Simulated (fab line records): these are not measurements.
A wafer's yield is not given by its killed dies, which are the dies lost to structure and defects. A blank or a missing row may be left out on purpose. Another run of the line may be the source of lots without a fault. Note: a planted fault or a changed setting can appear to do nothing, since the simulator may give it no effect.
fab line records	flow n5-finfet
record: lots: 6	wafers: 18	last-day: 17
route steps=1938 shown BEOL_M3@1001 BEOL_M4@1111 PASSIVATION@1936
lots that met no fault: from a run of the same line without faults
start-h: start of the lot's first displayed wafer, in hours after the record's first day	wait-h: how many hours have passed since the lot's step before this one	" repeats the value in the row above	L1.1+2: a row that stands for several wafers	- no value, or no start was given	* or withheld: withheld	< > ~ a bound
route shown NAME@n: a module of which the file shows steps, and the number in the route of the first	usual: mean/standard deviation taken from wafers without a fault	same: alike in all rows	chamber/n: place in a boat	sites: readings site by site	_std_site: standard deviation across them	_edge_site: mean of outer sites minus mean of inner sites	radius-mm: how far each site lies from the wafer's centre	mask NAME#n: copy n	behind: the last tool/chamber to shape the wafer	hold: the reason the lot was held/the length of the hold in hours/how it ended	device: the n, p or np transistor that did not switch	end of line: tests of these same wafers at the route's end	a step given without rows: its recipe and nothing more	killed: the dies lost at the first sort to structure and to defects; this is not the yield of the wafer	map: a wafer's dies, marking killed ones x, the rest . and places with no die _
set.NAME: setting as actually run; set.NAME@STEP: the setting as run at that earlier step	model.NAME: the simulator's own value behind a step, which no gauge read
lots seen at some steps along the route; tables by step, rows by wafer
services: the hour from which a tool's chamber was out of use, counted from the record's first day as start-h (under 0 if before that day), plus the number of hours and why
== steps ==
step: N5_BEOL_M3_ANNEAL_87
recipe: temp-c: 400	time-s: 240	ambient: vacuum
usual: heater-power-w: 803/64	susceptor_temp_C_max: 401.0/0.41
lot.wafer	tool	chamber	start-h	wait-h	heater-power-w	susceptor_temp_C_max
L225.1	pvd-sputter-01	-	153.86	0.0	882	400.7
L225.3	"	-	"	"	957	401.0
L225.5	"	-	"	"	895	401.0
L226.1	pvd-sputter-02	-	164.08	0.0	872	401.0
L226.3	"	-	"	"	712	401.4
L226.4	"	-	"	"	829	400.3
L235.2	pvd-sputter-03	-	212.51	0.0	795	401.0
L235.4	"	-	"	"	834	401.2
L235.5	"	-	"	"	808	401.3
L234.1	pvd-sputter-02	-	212.75	0.0	721	401.5
L234.4	"	-	"	"	786	400.7
L234.5	"	-	"	"	882	400.4
L246.1	pvd-sputter-03	-	283.22	0.0	781	400.9
L246.2	"	-	"	"	707	402.3
L246.4	"	-	"	"	818	400.4
L247.3	pvd-sputter-02	-	286.74	0.0	790	401.0
L247.4	"	-	"	"	701	400.6
L247.5	"	-	"	"	836	401.0
step: N5_BEOL_M3_SPUTTER_88
recipe: material: Cu	target-thk-a: 45	temp-c: -20	chamber-pressure-pa: 0.07	power-w: withheld	time-s: 8.29
step: N5_BEOL_M3_ANNEAL_89
recipe: temp-c: 400	time-s: 240	ambient: vacuum
usual: heater-power-w: 804/66	susceptor_temp_C_max: 401.0/0.46
lot.wafer	tool	chamber	start-h	wait-h	heater-power-w	susceptor_temp_C_max
L225.1	pvd-sputter-01	-	154.10	0.0	914	400.8
L225.3	"	-	"	"	967	400.9
L225.5	"	-	"	"	900	401.2
L226.1	pvd-sputter-02	-	164.30	0.0	862	400.5
L226.3	"	-	"	"	721	401.1
L226.4	"	-	"	"	831	400.8
L235.2	pvd-sputter-03	-	212.73	0.0	773	400.5
L235.4	"	-	"	"	804	401.8
L235.5	"	-	"	"	799	401.3
L234.1	pvd-sputter-02	-	212.97	0.0	712	400.8
L234.4	"	-	"	"	795	400.4
L234.5	"	-	"	"	854	400.8
L246.1	pvd-sputter-03	-	283.44	0.0	780	400.5
L246.2	"	-	"	"	740	401.9
L246.4	"	-	"	"	833	400.7
L247.3	pvd-sputter-02	-	286.96	0.0	773	400.6
L247.4	"	-	"	"	713	401.1
L247.5	"	-	"	"	841	400.4
step: N5_BEOL_M3_SPUTTER_90
recipe: material: Cu	target-thk-a: 45	temp-c: -20	chamber-pressure-pa: 0.07	power-w: withheld	time-s: 8.29
step: N5_BEOL_M3_ANNEAL_91
recipe: temp-c: 400	time-s: 240	ambient: vacuum
step: N5_BEOL_M3_SPUTTER_92
recipe: material: Cu	target-thk-a: 45	temp-c: -20	chamber-pressure-pa: 0.07	power-w: withheld	time-s: 8.29
step: N5_BEOL_M3_ANNEAL_93
recipe: temp-c: 400	time-s: 240	ambient: vacuum
usual: heater-power-w: 805/66	susceptor_temp_C_max: 401.0/0.46
lot.wafer	tool	chamber	start-h	wait-h	heater-power-w	susceptor_temp_C_max
L225.1	pvd-sputter-01	-	154.57	0.0	911	400.9
L225.3	"	-	"	"	945	400.4
L225.5	"	-	"	"	898	401.0
L226.1	pvd-sputter-02	-	164.74	0.0	871	400.7
L226.3	"	-	"	"	713	401.4
L226.4	"	-	"	"	855	400.9
L235.2	pvd-sputter-03	-	213.17	0.0	773	400.8
L235.4	"	-	"	"	823	401.1
L235.5	"	-	"	"	827	401.4
L234.1	pvd-sputter-02	-	213.41	0.0	721	401.3
L234.4	"	-	"	"	791	400.4
L234.5	"	-	"	"	850	400.5
L246.1	pvd-sputter-03	-	283.88	0.0	765	400.8
L246.2	"	-	"	"	713	401.4
L246.4	"	-	"	"	831	400.6
L247.3	pvd-sputter-02	-	287.40	0.0	756	400.8
L247.4	"	-	"	"	720	401.4
L247.5	"	-	"	"	831	400.8
step: N5_BEOL_M3_SPUTTER_94
recipe: material: Cu	target-thk-a: 45	temp-c: -20	chamber-pressure-pa: 0.07	power-w: withheld	time-s: 8.29
step: N5_BEOL_M3_ANNEAL_95
recipe: temp-c: 400	time-s: 240	ambient: vacuum
step: N5_BEOL_M3_SPUTTER_96
recipe: material: Cu	target-thk-a: 45	temp-c: -20	chamber-pressure-pa: 0.07	power-w: withheld	time-s: 8.29
step: N5_BEOL_M3_ECD_50
recipe: material: Cu	target-thk-a: 3000
step: N5_BEOL_M3_ANNEAL_51
recipe: temp-c: 225	time-s: 90	ambient: N2
step: N5_BEOL_M3_CMP_52
recipe: stop-on: SiOC	t-overpolish-s: 6.8	down-force-psi: 1	platen-rpm: 50	clearing-platen-down-force-psi: 1.5	clearing-platen-rpm: 50	post-cmp-clean: cu-alkaline	target-thk-nm: 40	clearing-platen-pad-velocity-m-s: 0.99484	pad-velocity-m-s: 0.99484
usual: barrier-field-endpoint-s: 24.8/0.98	clearing-platen-down-force-psi: 1.5002/0.003	motor-current-A: 6.2/0.53	overpolish-run-s: 6.800/0.011	time-to-endpoint-s: 64/5.5
lot.wafer	tool	chamber	start-h	wait-h	barrier-field-endpoint-s	clearing-platen-down-force-psi	motor-current-A	overpolish-run-s	time-to-endpoint-s	model.Cu_of_BEOL_M3_ECD_50.thk-nm	model.SiO2_of_BEOL_M3_PECVD_72.thk-nm	model.SiOC_of_BEOL_M3_ILD_DEP_00.thk-nm
L225.1	cmp-03	1	155.48	0.3	24.1	1.5006	7.2	6.815	58	37	0	74.2
L225.3	"	3	"	"	24.6	1.4995	5.9	6.800	61	38	0	75
L225.5	"	2	"	"	23.8	1.5051	5.4	6.791	55	38	0	75.8
L226.4	cmp-04	0	165.79	0.3	24.7	1.4945	6.2	6.801	62	41.2	0	76.4
L226.1	"	1	"	"	26.6	1.4940	6.4	6.810	73	41.8	0	75
L226.3	"	2	"	"	24.1	1.5026	6.6	6.783	55	37.4	0	75
L235.2	cmp-01	3	214.06	0.2	-	-	-	-	-	296.6	15.6	77.6
L235.4	"	0	"	"	-	-	-	-	-	298.2	15.6	80
L235.5	"	3	"	"	-	-	-	-	-	304.4	15.8	81.4
L234.4	cmp-03	3	214.45	0.1	-	-	-	-	-	304.2	15.8	80.6
L234.1	"	1	"	"	-	-	-	-	-	301.6	15.4	78.8
L234.5	"	0	"	"	-	-	-	-	-	300.2	15.8	78.8
L246.1	cmp-04	1	284.73	0.3	25.9	1.4962	6.2	6.794	76	44	0	76.8
L246.2	"	2	"	"	23.1	1.4991	6.3	6.796	55	37	0	76.2
L246.4	"	0	"	"	24.5	1.5020	6.0	6.799	65	41.2	0	77.2
L247.3	cmp-03	1	288.34	0.2	24.2	1.4953	7.4	6.817	61	39.8	0	76.4
L247.4	"	0	"	"	25.0	1.5001	6.7	6.783	66	40.2	0	76
L247.5	"	1	"	"	24.3	1.4964	7.3	6.810	63	39.4	0	76.2
step: N5_BEOL_M3_THK_MEAS_53
recipe: thk-meas-gauge: xrf	reads: Cu_of_BEOL_M3_ECD_50
usual: M3_THK: 40.7/2.1
lot.wafer	tool	chamber	start-h	wait-h	M3_THK[nm]
L225.1	film-metro-01	-	155.77	-	37.3
L225.3	"	-	"	"	38.3
L225.5	"	-	"	"	38.3
L226.1	film-metro-01	-	166.04	-	42.6
L226.3	"	-	"	"	37.9
L226.4	"	-	"	"	42.0
L235.2	film-metro-01	-	214.32	0.2	297.8
L235.4	"	-	"	"	300.9
L235.5	"	-	"	"	306.0
L234.1	film-metro-01	-	214.74	0.2	306.1
L234.4	"	-	"	"	306.9
L234.5	"	-	"	"	302.4
L246.1	film-metro-01	-	285.03	-	44.7
L246.2	"	-	"	"	37.6
L246.4	"	-	"	"	41.8
L247.3	film-metro-01	-	288.63	-	40.4
L247.4	"	-	"	"	40.8
L247.5	"	-	"	"	40.1
step: N5_BEOL_M3_PRE_CLEAN_60
recipe: gas: NH3/H2	time-s: 15	temp-c: *	rf-power-w: 300
usual: heater-power-w: 76/9.9
lot.wafer	tool	chamber	start-h	wait-h	heater-power-w
L225.1	cvd-co-01	0	155.95	0.2	77
L225.3	"	1	"	"	80
L225.5	"	1	"	"	78
L226.1	cvd-co-02	1	166.09	0.0	97
L226.3	"	2	"	"	67
L226.4	"	2	"	"	66
L235.2	cvd-co-02	1	214.36	0.0	95
L235.4	"	0	"	"	76
L235.5	"	1	"	"	97
L234.1	cvd-co-01	2	214.78	0.0	64
L234.4	"	1	"	"	80
L234.5	"	0	"	"	76
L246.1	cvd-co-02	1	285.06	0.0	95
L246.2	"	0	"	"	77
L246.4	"	1	"	"	94
L247.3	cvd-co-01	0	288.67	0.0	78
L247.4	"	2	"	"	65
L247.5	"	0	"	"	74
step: N5_BEOL_M3_CO_CAP_55
recipe: material: Co	target-thk-a: 20	temp-c: 200	precursor: CCTBA/H2	pressure-torr: 30	time-s: 102.1
usual: heater-power-w: 225/13
lot.wafer	tool	chamber	start-h	wait-h	heater-power-w
L225.1	cvd-co-01	0	155.99	0.0	228
L225.3	"	1	"	"	229
L225.5	"	1	"	"	233
L226.1	cvd-co-02	1	166.13	0.0	252
L226.3	"	2	"	"	221
L226.4	"	2	"	"	208
L235.2	cvd-co-02	1	214.40	0.0	242
L235.4	"	0	"	"	224
L235.5	"	1	"	"	252
L234.1	cvd-co-01	2	214.82	0.0	206
L234.4	"	1	"	"	229
L234.5	"	0	"	"	226
L246.1	cvd-co-02	1	285.10	0.0	247
L246.2	"	0	"	"	225
L246.4	"	1	"	"	257
L247.3	cvd-co-01	0	288.71	0.0	227
L247.4	"	2	"	"	204
L247.5	"	0	"	"	228
step: N5_BEOL_M3_PRE_CLEAN_56
recipe: gas: NH3	time-s: 15	temp-c: withheld	rf-power-w: 300
step: N5_BEOL_M3_DEP_57
recipe: material: SiCN	target-thk-a: 80	temp-c: withheld	precursor: 3MS/NH3	pressure-torr: 3	rf-w: 202	time-s: 14
step: N5_BEOL_M3_RS_MEAS_58
recipe: thk-meas-gauge: four-point-probe	reads: Co_of_BEOL_M3_CO_CAP_55+Cu_of_BEOL_M3_ECD_50+Co_of_BEOL_M3_CVD_47+TaN_of_BEOL_M3_ALD_84
usual: M3_RS: 0.66/0.044
lot.wafer	tool	chamber	start-h	wait-h	M3_RS[ohm/sq]
L225.1	film-metro-01	-	156.18	0.0	0.74
L225.3	"	-	"	"	0.71
L225.5	"	-	"	"	0.71
L226.1	film-metro-01	-	166.31	0.0	0.63
L226.3	"	-	"	"	0.73
L226.4	"	-	"	"	0.64
L235.2	film-metro-01	-	214.58	0.1	0.06
L235.4	"	-	"	"	0.06
L235.5	"	-	"	"	0.06
L234.1	film-metro-01	-	215.00	0.0	0.06
L234.4	"	-	"	"	0.06
L234.5	"	-	"	"	0.06
L246.1	film-metro-01	-	285.29	0.0	0.59
L246.2	"	-	"	"	0.74
L246.4	"	-	"	"	0.64
L247.3	film-metro-01	-	288.90	0.1	0.67
L247.4	"	-	"	"	0.66
L247.5	"	-	"	"	0.68
step: N5_BEOL_M3_INSPECT_59
recipe: inspect-instrument: darkfield	mode: post-dep
usual: raw-defect-count: 65/20
lot.wafer	tool	chamber	start-h	wait-h	raw-defect-count
L225.1	defect-inspect-02	-	156.20	0.0	45
L225.3	"	-	"	"	47
L225.5	"	-	"	"	62
L226.1	defect-inspect-02	-	166.34	0.0	73
L226.3	"	-	"	"	66
L226.4	"	-	"	"	107
L235.2	defect-inspect-01	-	214.61	0.0	5101
L235.4	"	-	"	"	5105
L235.5	"	-	"	"	5169
L234.1	defect-inspect-02	-	215.03	0.0	5038
L234.4	"	-	"	"	5054
L234.5	"	-	"	"	5075
L246.1	defect-inspect-02	-	285.31	0.0	94
L246.2	"	-	"	"	88
L246.4	"	-	"	"	95
L247.3	defect-inspect-02	-	288.92	0.0	57
L247.4	"	-	"	"	83
L247.5	"	-	"	"	74
step: N5_BEOL_M4_RC_MEAS_101
usual: DIBL_N: 36.8/2.2	DIBL_P: 37.1/2.8	IOFF_N: 0.17/0.04	IOFF_P: 0.22/0.049	ION_N: 672/16	ION_P: 460/9.2	SS_N: 71.6/0.69	SS_P: 73.5/0.78	VT_N: 249/3.6	VT_P: -250/3.9
lot.wafer	tool	chamber	start-h	wait-h	DIBL_N[mV/V]	DIBL_P[mV/V]	IOFF_N[nA/um]	IOFF_P[nA/um]	ION_N[uA/um]	ION_P[uA/um]	SS_N[mV/dec]	SS_P[mV/dec]	VT_N[mV]	VT_P[mV]
L225.1	prober-02	0	165.84	0.0	35.2	37.3	0.16	0.22	683	467	71.5	73.3	249	-248
L225.3	"	0	"	"	35.3	36.7	0.16	0.22	675	470	71.1	73.6	251	-247
L225.5	"	0	"	"	36.9	39.3	0.21	0.26	693	471	71.6	74.0	246	-247
L226.1	prober-02	0	177.65	0.0	36.1	36.1	0.13	0.19	660	453	71.3	73.2	252	-253
L226.3	"	0	"	"	38.3	37.9	0.17	0.22	664	448	72.7	73.6	248	-253
L226.4	"	0	"	"	37.1	36.9	0.16	0.20	656	444	71.9	73.2	252	-253
L246.1	prober-02	0	302.84	0.0	39.3	41.7	0.25	0.29	699	467	72.4	74.8	246	-249
L246.2	"	0	"	"	34.7	37.2	0.15	0.22	696	471	71.4	73.1	246	-250
L246.4	"	0	"	"	34.2	35.6	0.14	0.18	671	461	71.9	73.4	250	-253
L247.3	prober-01	0	304.84	0.3	39.7	39.9	0.25	0.32	691	462	73.0	73.6	243	-242
L247.4	"	0	"	"	38.9	40.4	0.23	0.34	683	474	72.8	74.3	245	-242
L247.5	"	0	"	"	38.4	39.0	0.21	0.29	677	463	71.9	73.4	246	-244
step: N5_PASSIVATION_PROBE_49
usual: defect-limited-yield: 91.1/1.5	killed_at_M0_to_M3: 35/11	killed_at_M4_up: 13/5.7	killed-at-contacts: 12/5.7	killed-at-front-end: 40/11	killed-at-other: 4/4.4	killed-dies: 105/18	killed-on-rim: 14/3.9	killed-open: 68/14	killed-short: 34/7.4	sort_bin_4_leakage: 0.00/0.011	sort_bin_5_function: 5.2/1	sort_bin_6_memory: 3.3/0.67	sort-n-pass: 1074/18	sort-yield-pct: 91.0/1.5
same: gross-dies: 1180	killed-at-back-side: 0	sort_bin_8_speed[%]: 0
lot.wafer	tool	chamber	start-h	wait-h	defect-limited-yield[%]	killed_at_M0_to_M3	killed_at_M4_up	killed-at-contacts	killed-at-front-end	killed-at-other	killed-dies	killed-on-rim	killed-open	killed-short	sort_bin_4_leakage[%]	sort_bin_5_function[%]	sort_bin_6_memory[%]	sort-n-pass	sort-yield-pct[%]
L225.1	prober-01	-	268.44	0.0	89.2	38	19	11	43	16	127	9	88	37	0	5.9	4.1	1053	89.2
L225.3	prober-01	-	268.54	0.1	90.6	25	19	7	50	10	111	12	79	31	0	5.6	3.5	1069	90.6
L225.5	prober-01	-	268.64	0.2	89.4	32	17	7	52	17	125	13	76	48	0	6.0	4.2	1055	89.4
L226.1	prober-01	-	282.66	0.0	90.8	62	5	8	28	5	108	13	71	30	0	4.6	4.3	1072	90.8
L226.3	prober-01	-	282.76	0.1	90.7	36	11	10	46	7	110	17	59	39	0	5.7	2.8	1070	90.7
L226.4	prober-01	-	282.81	0.2	89.7	52	10	24	30	5	121	17	74	46	0	5.6	4.2	1059	89.7
L234.1	prober-01	-	320.51	0.0	0	1105	6	9	59	1	1180	152	54	44	0	5.8	2.4	0	0
L234.4	prober-01	-	320.66	0.2	0	1120	8	10	42	0	1180	152	65	31	0	4.2	3.4	0	0
L234.5	prober-01	-	320.71	0.2	0	1115	11	12	41	1	1180	152	85	39	0	6.8	3.7	0	0
L235.2	prober-02	-	332.80	0.1	0	1130	12	5	31	2	1180	152	47	22	0	3.4	2.3	0	0
L235.4	prober-02	-	332.90	0.2	0	1103	15	17	43	2	1180	152	59	40	0	5.1	3.0	0	0
L235.5	prober-02	-	332.95	0.2	0	1127	12	8	31	2	1180	152	49	22	0	4.2	1.7	0	0
L246.1	prober-01	-	401.50	0.0	92.3	21	10	14	42	4	91	7	60	29	0	3.4	4.0	1089	92.3
L246.2	prober-01	-	401.55	0.1	92.9	39	12	7	22	4	84	9	52	30	0	4.3	2.5	1096	92.9
L246.4	prober-01	-	401.65	0.2	93.2	36	16	7	20	1	80	11	46	32	0	3.7	2.8	1100	93.2
killed by level:class
L225.1 STI_FIN_REVEAL:geometric-particle:open=12 BEOL_M0_SAQP:geometric-particle:open=10 FIN_SAQP:geometric-particle:open=9 MOL_CONTACT_COAG:geometric-particle:open=9 BEOL_M1:geometric-particle:open=9 FIN_SAQP:geometric-particle:short=8 BEOL_M4:geometric-particle:open=7 BEOL_M0_SAQP:geometric-particle:short=6
L225.3 FIN_SAQP:geometric-particle:open=19 BEOL_M4:geometric-particle:open=13 FIN_SAQP:geometric-particle:short=10 STI_FIN_REVEAL:geometric-particle:open=8 MOL_CONTACT_COAG:geometric-particle:open=7 BEOL_M0_SAQP:geometric-particle:open=6 BEOL_M0:geometric-particle:open=6 BEOL_M0_SAQP:geometric-particle:short=4
L225.5 STI_FIN_REVEAL:geometric-particle:open=17 FIN_SAQP:geometric-particle:short=15 FIN_SAQP:geometric-particle:open=9 BEOL_M0_SAQP:geometric-particle:short=9 BEOL_M1:geometric-particle:open=8 BEOL_M4:geometric-particle:open=8 BEOL_M0_SAQP:geometric-particle:open=6 MOL_CONTACT_COAG:geometric-particle:open=5
L226.1 BEOL_M3:geometric-particle:open=16 BEOL_M2:geometric-particle:open=11 BEOL_M0_SAQP:geometric-particle:open=9 STI_FIN_REVEAL:geometric-particle:open=8 BEOL_M0_SAQP:geometric-particle:short=8 BEOL_M1:geometric-particle:open=8 MOL_CONTACT_COAG:geometric-particle:open=6 FIN_SAQP:geometric-particle:open=5
L226.3 FIN_SAQP:geometric-particle:open=10 MOL_CONTACT_COAG:geometric-particle:open=9 BEOL_M2:geometric-particle:open=6 BEOL_M0_SAQP:geometric-particle:short=6 BEOL_M0_SAQP:geometric-particle:open=6 BEOL_M3:geometric-particle:short=6 GATE_CUT:geometric-particle:short=5 FIN_SAQP:geometric-particle:short=4
L226.4 MOL_CONTACT_COAG:geometric-particle:open=20 BEOL_M2:geometric-particle:open=14 BEOL_M0_SAQP:geometric-particle:short=13 BEOL_M3:geometric-particle:open=10 FIN_SAQP:geometric-particle:short=6 BEOL_M1:geometric-particle:short=5 FIN_SAQP:geometric-particle:open=4 STI_FIN_REVEAL:geometric-particle:short=4
L234.1 BEOL_M3:area-cmp=1079 STI_FIN_REVEAL:geometric-particle:open=19 BEOL_M0_SAQP:geometric-particle:open=8 STARTING-WAFER:geometric-particle:short=7 FIN_SAQP:geometric-particle:open=6 STI_FIN_REVEAL:geometric-particle:short=6 BEOL_M0_SAQP:geometric-particle:short=6 FIN_SAQP:geometric-particle:short=5
L234.4 BEOL_M3:area-cmp=1083 STI_FIN_REVEAL:geometric-particle:open=16 BEOL_M0_SAQP:geometric-particle:open=11 FIN_SAQP:geometric-particle:open=9 BEOL_M0_SAQP:geometric-particle:short=8 MOL_CONTACT_COAG:geometric-particle:open=8 BEOL_M1:geometric-particle:open=5 FIN_SAQP:geometric-particle:short=4
L234.5 BEOL_M3:area-cmp=1056 STI_FIN_REVEAL:geometric-particle:open=19 BEOL_M0_SAQP:geometric-particle:short=19 BEOL_M2:geometric-particle:open=17 BEOL_M0_SAQP:geometric-particle:open=12 MOL_CONTACT_COAG:geometric-particle:open=10 DUMMY_GATE:geometric-particle:open=7 BEOL_M5:geometric-particle:open=5
L235.2 BEOL_M3:area-cmp=1110 BEOL_M2:geometric-particle:open=9 FIN_SAQP:geometric-particle:open=8 BEOL_M4:geometric-particle:open=7 STI_FIN_REVEAL:geometric-particle:open=5 ILD0:geometric-particle:short=4 GATE_CUT:geometric-particle:short=4 BEOL_M0_SAQP:geometric-particle:open=4
L235.4 BEOL_M3:area-cmp=1080 DUMMY_GATE:geometric-particle:open=11 MOL_CONTACT_COAG:geometric-particle:open=11 FIN_SAQP:geometric-particle:open=9 BEOL_M0_SAQP:geometric-particle:short=9 BEOL_M0_SAQP:geometric-particle:open=7 BEOL_M4:geometric-particle:open=7 MOL_CONTACT_COAG:geometric-particle:short=6
L235.5 BEOL_M3:area-cmp=1108 STI_FIN_REVEAL:geometric-particle:open=10 MOL_CONTACT_COAG:geometric-particle:open=7 FIN_SAQP:geometric-particle:open=6 BEOL_M0_SAQP:geometric-particle:open=6 BEOL_M4:geometric-particle:open=5 BEOL_M0_SAQP:geometric-particle:short=4 FIN_SAQP:geometric-particle:short=3
L246.1 DUMMY_GATE:geometric-particle:open=11 MOL_CONTACT_COAG:geometric-particle:open=11 FIN_SAQP:geometric-particle:short=5 GATE_CUT:geometric-particle:short=5 STI_FIN_REVEAL:geometric-particle:open=4 DUMMY_GATE:geometric-particle:short=4 GATE_CUT:geometric-particle:open=4 BEOL_M0_SAQP:geometric-particle:open=4
L246.2 STI_FIN_REVEAL:geometric-particle:open=9 BEOL_M0_SAQP:geometric-particle:short=6 BEOL_M1:geometric-particle:open=6 BEOL_M2:geometric-particle:open=6 BEOL_M3:geometric-particle:open=6 MOL_CONTACT_COAG:geometric-particle:open=4 BEOL_M0:geometric-particle:short=4 BEOL_M0:geometric-particle:open=3
L246.4 BEOL_M2:geometric-particle:open=14 GATE_CUT:geometric-particle:short=6 MOL_CONTACT_COAG:geometric-particle:open=6 BEOL_M0:geometric-particle:short=6 BEOL_M4:geometric-particle:short=5 STI_FIN_REVEAL:geometric-particle:open=4 BEOL_M0_SAQP:geometric-particle:short=3 BEOL_M0_SAQP:geometric-particle:open=3
map L234.1 (x killed, . not)
_________________xxxxxxxxxxxx________________
______________xxxxxxxxxxxxxxxxxx_____________
___________xxxxxxxxxxxxxxxxxxxxxxxx__________
__________xxxxxxxxxxxxxxxxxxxxxxxxxx_________
________xxxxxxxxxxxxxxxxxxxxxxxxxxxxxx_______
_______xxxxxxxxxxxxxxxxxxxxxxxxxxxxxxxx______
______xxxxxxxxxxxxxxxxxxxxxxxxxxxxxxxxxx_____
_____xxxxxxxxxxxxxxxxxxxxxxxxxxxxxxxxxxxx____
____xxxxxxxxxxxxxxxxxxxxxxxxxxxxxxxxxxxxxx___
___xxxxxxxxxxxxxxxxxxxxxxxxxxxxxxxxxxxxxxxx__
___xxxxxxxxxxxxxxxxxxxxxxxxxxxxxxxxxxxxxxxx__
__xxxxxxxxxxxxxxxxxxxxxxxxxxxxxxxxxxxxxxxxxx_
__xxxxxxxxxxxxxxxxxxxxxxxxxxxxxxxxxxxxxxxxxx_
_xxxxxxxxxxxxxxxxxxxxxxxxxxxxxxxxxxxxxxxxxxxx
_xxxxxxxxxxxxxxxxxxxxxxxxxxxxxxxxxxxxxxxxxxxx
_xxxxxxxxxxxxxxxxxxxxxxxxxxxxxxxxxxxxxxxxxxxx
_xxxxxxxxxxxxxxxxxxxxxxxxxxxxxxxxxxxxxxxxxxxx
_xxxxxxxxxxxxxxxxxxxxxxxxxxxxxxxxxxxxxxxxxxxx
_xxxxxxxxxxxxxxxxxxxxxxxxxxxxxxxxxxxxxxxxxxxx
_xxxxxxxxxxxxxxxxxxxxxxxxxxxxxxxxxxxxxxxxxxxx
_xxxxxxxxxxxxxxxxxxxxxxxxxxxxxxxxxxxxxxxxxxxx
__xxxxxxxxxxxxxxxxxxxxxxxxxxxxxxxxxxxxxxxxxx_
__xxxxxxxxxxxxxxxxxxxxxxxxxxxxxxxxxxxxxxxxxx_
___xxxxxxxxxxxxxxxxxxxxxxxxxxxxxxxxxxxxxxxx__
___xxxxxxxxxxxxxxxxxxxxxxxxxxxxxxxxxxxxxxxx__
____xxxxxxxxxxxxxxxxxxxxxxxxxxxxxxxxxxxxxx___
_____xxxxxxxxxxxxxxxxxxxxxxxxxxxxxxxxxxxx____
______xxxxxxxxxxxxxxxxxxxxxxxxxxxxxxxxxx_____
_______xxxxxxxxxxxxxxxxxxxxxxxxxxxxxxxx______
________xxxxxxxxxxxxxxxxxxxxxxxxxxxxxx_______
__________xxxxxxxxxxxxxxxxxxxxxxxxxx_________
___________xxxxxxxxxxxxxxxxxxxxxxxx__________
______________xxxxxxxxxxxxxxxxxx_____________
_________________xxxxxxxxxxxx________________
map L235.2 (x killed, . not)
_________________xxxxxxxxxxxx________________
______________xxxxxxxxxxxxxxxxxx_____________
___________xxxxxxxxxxxxxxxxxxxxxxxx__________
__________xxxxxxxxxxxxxxxxxxxxxxxxxx_________
________xxxxxxxxxxxxxxxxxxxxxxxxxxxxxx_______
_______xxxxxxxxxxxxxxxxxxxxxxxxxxxxxxxx______
______xxxxxxxxxxxxxxxxxxxxxxxxxxxxxxxxxx_____
_____xxxxxxxxxxxxxxxxxxxxxxxxxxxxxxxxxxxx____
____xxxxxxxxxxxxxxxxxxxxxxxxxxxxxxxxxxxxxx___
___xxxxxxxxxxxxxxxxxxxxxxxxxxxxxxxxxxxxxxxx__
___xxxxxxxxxxxxxxxxxxxxxxxxxxxxxxxxxxxxxxxx__
__xxxxxxxxxxxxxxxxxxxxxxxxxxxxxxxxxxxxxxxxxx_
__xxxxxxxxxxxxxxxxxxxxxxxxxxxxxxxxxxxxxxxxxx_
_xxxxxxxxxxxxxxxxxxxxxxxxxxxxxxxxxxxxxxxxxxxx
_xxxxxxxxxxxxxxxxxxxxxxxxxxxxxxxxxxxxxxxxxxxx
_xxxxxxxxxxxxxxxxxxxxxxxxxxxxxxxxxxxxxxxxxxxx
_xxxxxxxxxxxxxxxxxxxxxxxxxxxxxxxxxxxxxxxxxxxx
_xxxxxxxxxxxxxxxxxxxxxxxxxxxxxxxxxxxxxxxxxxxx
_xxxxxxxxxxxxxxxxxxxxxxxxxxxxxxxxxxxxxxxxxxxx
_xxxxxxxxxxxxxxxxxxxxxxxxxxxxxxxxxxxxxxxxxxxx
_xxxxxxxxxxxxxxxxxxxxxxxxxxxxxxxxxxxxxxxxxxxx
__xxxxxxxxxxxxxxxxxxxxxxxxxxxxxxxxxxxxxxxxxx_
__xxxxxxxxxxxxxxxxxxxxxxxxxxxxxxxxxxxxxxxxxx_
___xxxxxxxxxxxxxxxxxxxxxxxxxxxxxxxxxxxxxxxx__
___xxxxxxxxxxxxxxxxxxxxxxxxxxxxxxxxxxxxxxxx__
____xxxxxxxxxxxxxxxxxxxxxxxxxxxxxxxxxxxxxx___
_____xxxxxxxxxxxxxxxxxxxxxxxxxxxxxxxxxxxx____
______xxxxxxxxxxxxxxxxxxxxxxxxxxxxxxxxxx_____
_______xxxxxxxxxxxxxxxxxxxxxxxxxxxxxxxx______
________xxxxxxxxxxxxxxxxxxxxxxxxxxxxxx_______
__________xxxxxxxxxxxxxxxxxxxxxxxxxx_________
___________xxxxxxxxxxxxxxxxxxxxxxxx__________
______________xxxxxxxxxxxxxxxxxx_____________
_________________xxxxxxxxxxxx________________
== services ==
tool	chamber	start-h	hours	kind
cmp-04	-	133.17	4.0	pm
cmp-03	-	134.08	1.0	repair
cmp-04	-	137.17	-	consumable-replace:conditioner
cmp-04	-	137.17	-	consumable-replace:pad
pvd-sputter-01	-	144.28	0.7	repair
cmp-03	-	173.25	0.5	repair
pvd-sputter-02	-	177.09	4.0	repair
cmp-03	-	178.69	1.7	repair
cmp-03	-	200.52	4.0	pm
cmp-03	-	204.52	-	consumable-replace:conditioner
cmp-03	-	204.52	-	consumable-replace:pad
cmp-04	-	205.68	3.3	repair
cmp-01	-	229.82	3.5	repair
cmp-04	-	231.46	1.4	repair
cmp-03	-	246.74	0.4	repair
cmp-01	-	255.89	0.7	repair
cvd-co-02	-	257.77	2.8	pm
== key ==
first-sign: step: N5_BEOL_M3_CMP_52	reading: tool-record	direction: missing
effect: step: N5_BEOL_M3_THK_MEAS_53	reading: M3_THK	direction: up	sigmas: 99+	usual: 40.7	struck: 303.4
effect: step: N5_BEOL_M3_RS_MEAS_58	reading: M3_RS	direction: down	sigmas: 14	usual: 0.66	struck: 0.06
effect: step: N5_BEOL_M3_INSPECT_59	reading: raw-defect-count	direction: up	sigmas: 99+	usual: 65	struck: 5090
effect: step: N5_PASSIVATION_PROBE_49	reading: killed_at_M0_to_M3	direction: up	sigmas: 99+	usual: 35	struck: 1117
model-effect: step: N5_BEOL_M3_CMP_52	value: Cu_of_BEOL_M3_ECD_50.thk-nm	without: 40.53	struck: 300.9
more-kills-born-at: N5_BEOL_M3_CMP_52@cmp-01: 3298	N5_BEOL_M3_CMP_52@cmp-03: 3218
met-at N5_BEOL_M3_CMP_52
struck-wafers L234.1,L234.4,L234.5,L235.2,L235.4,L235.5
later-rows-left-out L234.1,L234.4,L234.5,L235.2,L235.4,L235.5
onset-between 155.48 214.06
fault: kind: skipped-step-whole	tool: cmp-01,cmp-03	chamber: -	onset-h: 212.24	steps: N5_BEOL_M3_CMP_52	scope: struck-lots-only
later-rows-left-out: the simulator's readings of these wafers behind a module that went badly wrong aren't trusted and aren't shown, but for the sort
